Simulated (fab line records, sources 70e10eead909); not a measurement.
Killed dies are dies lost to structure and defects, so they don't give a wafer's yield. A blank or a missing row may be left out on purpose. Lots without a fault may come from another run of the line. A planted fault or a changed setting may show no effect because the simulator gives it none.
Chamber matching | flow nand_harc | NHARC_P_M1_DEP_33 on pecvd-01: 3 sister chambers
The step deposits SiCN, target thk 30 nm. 14 wafers are shown with their chamber, then 7 later ones without.

WAFERS WITH THEIR CHAMBER
wafer  | chamber | showerhead_vpp_V (V) | heater_power_w (W)
L079.2 | 1       | 1326                 | 597
L079.5 | 0       | 1297                 | 545
L079.6 | 2       | 1289                 | 503
L080.1 | 1       | 1335                 | 552
L080.4 | 1       | 1320                 | 560
L080.6 | 2       | 1292                 | 542
L081.1 | 1       | 1333                 | 513
L081.3 | 2       | 1321                 | 477
L081.6 | 2       | 1291                 | 469
L084.2 | 1       | 1321                 | 533
L084.3 | 2       | 1312                 | 450
L084.5 | 2       | 1312                 | 443
L095.1 | 2       | 1296                 | 475
L095.2 | 0       | 1306                 | 564

SIGNATURES (means of the wafers above)
reading          | chamber 0 | chamber 1 | chamber 2 | scatter within a chamber
showerhead_vpp_V | 1301.50   | 1327.00   | 1301.86   | 10.5
heater_power_w   | 554.50    | 551.00    | 479.86    | 31.5
Rule: a wafer's distance from a chamber is the root of the sum, over the readings, of the square of ((its reading less the chamber's mean) divided by the reading's scatter). The wafer belongs to the nearest chamber; if the next one is less than 2 further off, it can't be placed. The scatter: the root of (the sum of the squares of (reading less its chamber's mean) over the shown wafers, divided by (wafers less chambers)).

WAFERS WITHOUT THEIR CHAMBER
wafer  | showerhead_vpp_V (V) | heater_power_w (W)
L095.5 | 1341                 | 620
L094.1 | 1330                 | 577
L094.4 | 1299                 | 461
L094.6 | 1303                 | 550
L097.1 | 1309                 | 560
L097.2 | 1320                 | 558
L097.4 | 1294                 | 515

WHICH CHAMBER EACH WENT THROUGH
wafer  | from the rows above          | in truth
L095.5 | can't be placed: 1 or 0      | 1
L094.1 | can't be placed: 1 or 0      | 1
L094.4 | 2                            | 2
L094.6 | 0                            | 0
L097.1 | can't be placed: 0 or 1 or 2 | 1
L097.2 | can't be placed: 1 or 0      | 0
L097.4 | can't be placed: 2 or 0      | 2
Placed correctly: 2 of 7. Can't be placed from these rows: 5 (the true chamber is among the candidates in 5). Placed wrongly: 0.
